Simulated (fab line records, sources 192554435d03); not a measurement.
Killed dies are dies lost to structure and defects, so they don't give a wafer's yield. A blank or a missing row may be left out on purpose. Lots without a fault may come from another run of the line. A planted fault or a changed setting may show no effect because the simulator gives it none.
A sampling plan put to the test | flow n5_finfet | one fab line, 42 faults that these records tell of, each judged on the records of the lots that it struck
The plan is the line's own looks: the steps of the route at which a gauge or an inspection reads the wafer and doesn't change it. A look can be judged if struck wafers have a number there and the file gives its usual mean and standard deviation on fault-free wafers. Caught: at a look after the fault's first step, the mean of the struck wafers lies 4 or more of those standard deviations (sigma) from the usual mean. On the tool: the same test on the tool's own readings at the fault's steps. Another recipe on the struck wafers, or a record that is blank for them alone, also counts as caught.

THE FAULTS, as the simulator had put them in
1. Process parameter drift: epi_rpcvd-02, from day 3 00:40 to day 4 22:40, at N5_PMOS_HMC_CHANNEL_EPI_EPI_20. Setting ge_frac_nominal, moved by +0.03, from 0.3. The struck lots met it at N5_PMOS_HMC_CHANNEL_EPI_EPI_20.
2. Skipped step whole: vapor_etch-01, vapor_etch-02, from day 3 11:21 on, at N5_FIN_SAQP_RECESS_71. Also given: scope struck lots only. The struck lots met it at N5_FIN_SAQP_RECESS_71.
3. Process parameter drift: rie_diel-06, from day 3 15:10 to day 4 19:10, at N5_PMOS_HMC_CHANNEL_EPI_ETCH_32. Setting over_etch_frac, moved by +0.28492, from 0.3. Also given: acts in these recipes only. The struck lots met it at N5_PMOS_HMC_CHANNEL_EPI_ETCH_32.
4. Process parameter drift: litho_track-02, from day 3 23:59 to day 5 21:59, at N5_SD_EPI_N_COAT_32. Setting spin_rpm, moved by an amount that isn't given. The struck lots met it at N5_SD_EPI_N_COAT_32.
5. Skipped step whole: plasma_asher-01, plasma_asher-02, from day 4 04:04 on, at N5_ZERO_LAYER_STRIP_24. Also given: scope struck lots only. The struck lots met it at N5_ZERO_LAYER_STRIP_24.
6. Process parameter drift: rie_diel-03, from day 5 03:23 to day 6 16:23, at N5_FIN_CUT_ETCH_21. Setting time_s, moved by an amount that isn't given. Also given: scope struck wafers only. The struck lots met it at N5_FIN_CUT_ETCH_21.
7. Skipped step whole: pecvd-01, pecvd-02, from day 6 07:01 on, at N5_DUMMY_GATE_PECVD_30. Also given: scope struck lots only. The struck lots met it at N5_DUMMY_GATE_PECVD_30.
8. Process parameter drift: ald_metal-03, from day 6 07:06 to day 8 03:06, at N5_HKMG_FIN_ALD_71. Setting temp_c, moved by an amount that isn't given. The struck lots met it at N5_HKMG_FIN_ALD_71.
9. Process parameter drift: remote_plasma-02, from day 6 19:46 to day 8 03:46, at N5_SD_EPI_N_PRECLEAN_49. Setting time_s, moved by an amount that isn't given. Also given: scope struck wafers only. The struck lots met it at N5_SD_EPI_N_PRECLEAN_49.
10. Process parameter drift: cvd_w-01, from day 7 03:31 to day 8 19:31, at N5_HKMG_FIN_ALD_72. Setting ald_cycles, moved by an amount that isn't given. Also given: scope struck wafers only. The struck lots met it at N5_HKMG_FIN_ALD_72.
11. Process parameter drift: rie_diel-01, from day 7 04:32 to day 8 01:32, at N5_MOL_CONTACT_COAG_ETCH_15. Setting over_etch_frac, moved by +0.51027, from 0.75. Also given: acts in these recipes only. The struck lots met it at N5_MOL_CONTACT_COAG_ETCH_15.
12. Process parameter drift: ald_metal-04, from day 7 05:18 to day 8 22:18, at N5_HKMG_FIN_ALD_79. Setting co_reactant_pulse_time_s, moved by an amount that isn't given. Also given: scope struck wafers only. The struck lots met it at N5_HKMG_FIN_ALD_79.
13. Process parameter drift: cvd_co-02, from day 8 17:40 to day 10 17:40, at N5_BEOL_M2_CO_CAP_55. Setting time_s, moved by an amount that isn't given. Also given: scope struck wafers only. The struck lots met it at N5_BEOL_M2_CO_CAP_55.
14. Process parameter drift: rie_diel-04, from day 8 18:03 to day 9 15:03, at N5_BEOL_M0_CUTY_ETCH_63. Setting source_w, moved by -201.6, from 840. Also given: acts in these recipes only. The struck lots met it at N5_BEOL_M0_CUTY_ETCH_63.
15. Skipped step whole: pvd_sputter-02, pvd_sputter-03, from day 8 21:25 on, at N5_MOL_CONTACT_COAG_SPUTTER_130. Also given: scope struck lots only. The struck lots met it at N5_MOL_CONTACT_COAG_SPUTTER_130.
16. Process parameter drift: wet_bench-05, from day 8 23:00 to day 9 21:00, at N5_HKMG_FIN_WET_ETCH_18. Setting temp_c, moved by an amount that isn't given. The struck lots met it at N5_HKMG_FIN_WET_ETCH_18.
17. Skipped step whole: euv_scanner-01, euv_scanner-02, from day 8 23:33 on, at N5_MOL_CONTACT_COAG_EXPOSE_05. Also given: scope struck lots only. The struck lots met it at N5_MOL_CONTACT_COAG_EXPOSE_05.
18. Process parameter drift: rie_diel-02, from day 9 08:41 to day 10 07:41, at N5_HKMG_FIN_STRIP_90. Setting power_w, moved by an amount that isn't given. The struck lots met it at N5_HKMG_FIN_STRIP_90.
19. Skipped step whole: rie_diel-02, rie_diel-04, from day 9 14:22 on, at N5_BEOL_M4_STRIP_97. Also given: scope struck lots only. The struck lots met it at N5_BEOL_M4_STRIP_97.
20. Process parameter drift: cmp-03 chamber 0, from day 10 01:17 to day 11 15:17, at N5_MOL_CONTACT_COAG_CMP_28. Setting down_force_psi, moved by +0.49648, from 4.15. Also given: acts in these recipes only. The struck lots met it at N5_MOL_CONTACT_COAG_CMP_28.
21. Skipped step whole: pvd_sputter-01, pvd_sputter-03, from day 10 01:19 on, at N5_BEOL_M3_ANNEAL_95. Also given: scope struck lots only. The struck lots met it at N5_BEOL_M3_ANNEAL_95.
22. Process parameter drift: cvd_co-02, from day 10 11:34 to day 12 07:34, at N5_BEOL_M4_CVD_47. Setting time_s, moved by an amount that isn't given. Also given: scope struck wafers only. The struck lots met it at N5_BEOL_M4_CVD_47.
23. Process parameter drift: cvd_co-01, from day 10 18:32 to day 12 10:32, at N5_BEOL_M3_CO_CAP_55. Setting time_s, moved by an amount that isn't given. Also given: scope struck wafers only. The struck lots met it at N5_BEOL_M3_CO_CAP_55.
24. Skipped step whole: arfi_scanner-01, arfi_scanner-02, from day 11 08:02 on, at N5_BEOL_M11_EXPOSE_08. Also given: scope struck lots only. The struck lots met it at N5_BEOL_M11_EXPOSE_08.
25. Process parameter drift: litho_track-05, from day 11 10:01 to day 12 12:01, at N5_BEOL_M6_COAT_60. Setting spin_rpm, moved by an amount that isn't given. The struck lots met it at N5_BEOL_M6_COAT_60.
26. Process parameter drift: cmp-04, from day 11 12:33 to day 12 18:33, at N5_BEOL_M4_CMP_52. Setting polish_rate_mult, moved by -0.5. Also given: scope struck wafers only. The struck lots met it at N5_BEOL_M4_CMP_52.
27. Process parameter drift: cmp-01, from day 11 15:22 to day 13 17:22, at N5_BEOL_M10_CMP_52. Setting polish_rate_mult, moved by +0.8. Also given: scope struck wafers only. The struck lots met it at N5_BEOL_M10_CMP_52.
28. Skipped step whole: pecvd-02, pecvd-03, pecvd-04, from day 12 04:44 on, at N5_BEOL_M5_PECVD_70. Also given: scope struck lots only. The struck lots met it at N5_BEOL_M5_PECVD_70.
29. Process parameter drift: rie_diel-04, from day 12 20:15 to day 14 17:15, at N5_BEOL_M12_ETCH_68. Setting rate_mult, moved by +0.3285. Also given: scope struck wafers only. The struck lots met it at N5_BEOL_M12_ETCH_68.
30. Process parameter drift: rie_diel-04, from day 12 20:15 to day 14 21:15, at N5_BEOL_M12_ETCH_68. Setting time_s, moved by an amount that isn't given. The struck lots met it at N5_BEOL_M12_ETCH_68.
31. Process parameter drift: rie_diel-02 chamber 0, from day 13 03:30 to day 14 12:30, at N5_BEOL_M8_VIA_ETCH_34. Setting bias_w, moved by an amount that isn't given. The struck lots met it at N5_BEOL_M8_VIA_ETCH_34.
32. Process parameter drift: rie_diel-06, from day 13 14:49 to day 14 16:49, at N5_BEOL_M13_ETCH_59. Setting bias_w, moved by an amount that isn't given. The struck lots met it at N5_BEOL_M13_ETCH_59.
33. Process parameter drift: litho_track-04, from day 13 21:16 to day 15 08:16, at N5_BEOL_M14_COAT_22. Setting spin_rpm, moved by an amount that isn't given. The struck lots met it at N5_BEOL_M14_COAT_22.
34. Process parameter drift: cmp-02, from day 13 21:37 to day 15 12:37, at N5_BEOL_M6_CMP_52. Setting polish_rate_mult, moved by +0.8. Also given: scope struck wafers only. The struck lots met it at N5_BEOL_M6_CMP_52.
35. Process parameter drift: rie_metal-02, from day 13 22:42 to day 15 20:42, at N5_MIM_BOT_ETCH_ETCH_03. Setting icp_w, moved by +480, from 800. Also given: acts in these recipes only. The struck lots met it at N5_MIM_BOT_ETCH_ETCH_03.
36. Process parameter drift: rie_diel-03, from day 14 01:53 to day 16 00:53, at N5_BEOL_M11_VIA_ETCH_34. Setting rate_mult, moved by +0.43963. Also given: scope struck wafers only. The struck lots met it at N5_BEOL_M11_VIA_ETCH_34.
37. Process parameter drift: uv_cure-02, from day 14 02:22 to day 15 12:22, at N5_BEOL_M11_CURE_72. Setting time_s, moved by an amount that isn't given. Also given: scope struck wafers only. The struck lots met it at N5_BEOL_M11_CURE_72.
38. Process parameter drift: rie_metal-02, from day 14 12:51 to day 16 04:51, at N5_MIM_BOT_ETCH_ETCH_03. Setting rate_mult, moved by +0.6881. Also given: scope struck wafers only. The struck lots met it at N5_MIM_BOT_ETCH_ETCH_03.
39. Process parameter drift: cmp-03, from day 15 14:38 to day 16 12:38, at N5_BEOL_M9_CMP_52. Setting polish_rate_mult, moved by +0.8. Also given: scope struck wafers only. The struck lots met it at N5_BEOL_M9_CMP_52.
40. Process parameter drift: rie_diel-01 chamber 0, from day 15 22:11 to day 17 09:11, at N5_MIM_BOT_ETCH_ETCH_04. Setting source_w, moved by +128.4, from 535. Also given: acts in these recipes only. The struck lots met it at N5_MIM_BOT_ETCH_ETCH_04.
41. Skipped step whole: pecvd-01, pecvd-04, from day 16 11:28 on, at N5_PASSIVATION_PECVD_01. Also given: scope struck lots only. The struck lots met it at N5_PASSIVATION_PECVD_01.
42. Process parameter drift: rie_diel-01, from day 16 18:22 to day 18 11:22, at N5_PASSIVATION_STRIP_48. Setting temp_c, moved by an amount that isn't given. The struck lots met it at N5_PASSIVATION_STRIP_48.

WHAT THE PLAN SAW
fault | on the tool itself                               | first look that catches it                      | reading, sigma       | median hours from its first step to that look | hours from the fault's start to the first struck lot there | judged looks passed uncaught
1     | no reading that can be judged                    | N5_BEOL_M4_RC_MEAS_101                          | IOFF_P_LONG +10      | 160.7                                         | 162                                                        | 0
2     | the tool's record is blank for the struck wafers | not the one look that can be judged after it    | -                    | -                                             | -                                                          | 1
3     | under 2 sigma                                    | not the one look that can be judged after it    | -                    | -                                             | -                                                          | 1
4     | spin_speed_rpm -41 sigma                         | none of the 2 looks that can be judged after it | -                    | -                                             | -                                                          | 2
5     | the tool's record is blank for the struck wafers | none of the 2 looks that can be judged after it | -                    | -                                             | -                                                          | 2
6     | run_length_s +62 sigma                           | not the one look that can be judged after it    | -                    | -                                             | -                                                          | 1
7     | the tool's record is blank for the struck wafers | N5_DUMMY_GATE_INSPECT_27                        | raw_defect_count +24 | 1.8                                           | 4                                                          | 0
8     | susceptor_temp_C +76 sigma                       | not the one look that can be judged after it    | -                    | -                                             | -                                                          | 1
9     | under 2 sigma                                    | not the one look that can be judged after it    | -                    | -                                             | -                                                          | 1
10    | under 2 sigma                                    | not the one look that can be judged after it    | -                    | -                                             | -                                                          | 1
11    | under 2 sigma                                    | not the one look that can be judged after it    | -                    | -                                             | -                                                          | 1
12    | under 2 sigma                                    | not the one look that can be judged after it    | -                    | -                                             | -                                                          | 1
13    | run_length_s +74 sigma                           | not the one look that can be judged after it    | -                    | -                                             | -                                                          | 1
14    | rf_fwd_power_W -77 sigma                         | not the one look that can be judged after it    | -                    | -                                             | -                                                          | 1
15    | the tool's record is blank for the struck wafers | not the one look that can be judged after it    | -                    | -                                             | -                                                          | 1
16    | no reading that can be judged                    | not the one look that can be judged after it    | -                    | -                                             | -                                                          | 1
17    | no reading that can be judged                    | no look after it can be judged                  | -                    | -                                             | -                                                          | 0
18    | power_w -99 or beyond sigma                      | not the one look that can be judged after it    | -                    | -                                             | -                                                          | 1
19    | the tool's record is blank for the struck wafers | not the one look that can be judged after it    | -                    | -                                             | -                                                          | 1
20    | head_pressure_psi +49 sigma                      | none of the 3 looks that can be judged after it | -                    | -                                             | -                                                          | 3
21    | the tool's record is blank for the struck wafers | none of the 2 looks that can be judged after it | -                    | -                                             | -                                                          | 2
22    | run_length_s +99 or beyond sigma                 | not the one look that can be judged after it    | -                    | -                                             | -                                                          | 1
23    | run_length_s +55 sigma                           | none of the 2 looks that can be judged after it | -                    | -                                             | -                                                          | 2
24    | no reading that can be judged                    | no look after it can be judged                  | -                    | -                                             | -                                                          | 0
25    | spin_speed_rpm +99 or beyond sigma               | not the one look that can be judged after it    | -                    | -                                             | -                                                          | 1
26    | overpolish_run_s -99 or beyond sigma             | N5_BEOL_M4_THK_MEAS_53                          | M4_THK +65           | 0.3                                           | 3                                                          | 0
27    | barrier_field_endpoint_s -19 sigma               | no look after it can be judged                  | -                    | -                                             | -                                                          | 0
28    | the tool's record is blank for the struck wafers | no look after it can be judged                  | -                    | -                                             | -                                                          | 0
29    | only faintly: oes_product_au +3.9 sigma          | no look after it can be judged                  | -                    | -                                             | -                                                          | 0
30    | run_length_s -99 or beyond sigma                 | no look after it can be judged                  | -                    | -                                             | -                                                          | 0
31    | bias_w -84 sigma                                 | no look after it can be judged                  | -                    | -                                             | -                                                          | 0
32    | bias_w -78 sigma                                 | no look after it can be judged                  | -                    | -                                             | -                                                          | 0
33    | spin_speed_rpm +99 or beyond sigma               | not the one look that can be judged after it    | -                    | -                                             | -                                                          | 1
34    | barrier_field_endpoint_s -18 sigma               | no look after it can be judged                  | -                    | -                                             | -                                                          | 0
35    | rf_fwd_power_W +99 or beyond sigma               | not the one look that can be judged after it    | -                    | -                                             | -                                                          | 1
36    | only faintly: oes_product_au +3.2 sigma          | not the one look that can be judged after it    | -                    | -                                             | -                                                          | 1
37    | run_length_s +39 sigma                           | no look after it can be judged                  | -                    | -                                             | -                                                          | 0
38    | oes_product_au +5.2 sigma                        | no look after it can be judged                  | -                    | -                                             | -                                                          | 0
39    | barrier_field_endpoint_s -15 sigma               | not the one look that can be judged after it    | -                    | -                                             | -                                                          | 1
40    | rf_fwd_power_W +75 sigma                         | no look after it can be judged                  | -                    | -                                             | -                                                          | 0
41    | the tool's record is blank for the struck wafers | no look after it can be judged                  | -                    | -                                             | -                                                          | 0
42    | temp_c +9.5 sigma                                | no look after it can be judged                  | -                    | -                                             | -                                                          | 0
A dash: the fault isn't caught, or these records don't give the number.

Caught at a look: 3 of 42. Caught on the tool: 31 of 42. By one or the other: 32 of 42.
Caught on the tool alone: faults 2, 4, 5, 6, 8, 13, 14, 15, 18, 19, 20, 21, 22, 23, 25, 27, 28, 30, 31, 32, 33, 34, 35, 37, 38, 39, 40, 41, 42.
Caught at a look alone: fault 1.
Caught by neither: faults 3, 9, 10, 11, 12, 16, 17, 24, 29, 36.

THINNER SAMPLING
If the look that catches a fault measured only every second or every third lot, by lot number, the first struck lot would be measured this late in the worst case:
fault | struck lots at that look, in order of time | every lot | every second lot | every third lot
1     | L872, L874, L878                           | 162 h     | may miss all 3   | may miss all 3
7     | L380, L381, L382                           | 4 h       | 10 h             | 16 h
26    | L691, L693, L696                           | 3 h       | 28 h             | may miss all 3
Hours are from the fault's start to the first struck lot that is measured. The limit of 4 sigma was tested on all struck wafers together, so one lot alone may lie under it. Other struck lots may not be in these records.

THE LONGEST TIMED WAY FROM STEP TO LOOK
Fault 1: a median of 160.7 hours passes between N5_PMOS_HMC_CHANNEL_EPI_EPI_20 and N5_BEOL_M4_RC_MEAS_101. No look between them can be judged.
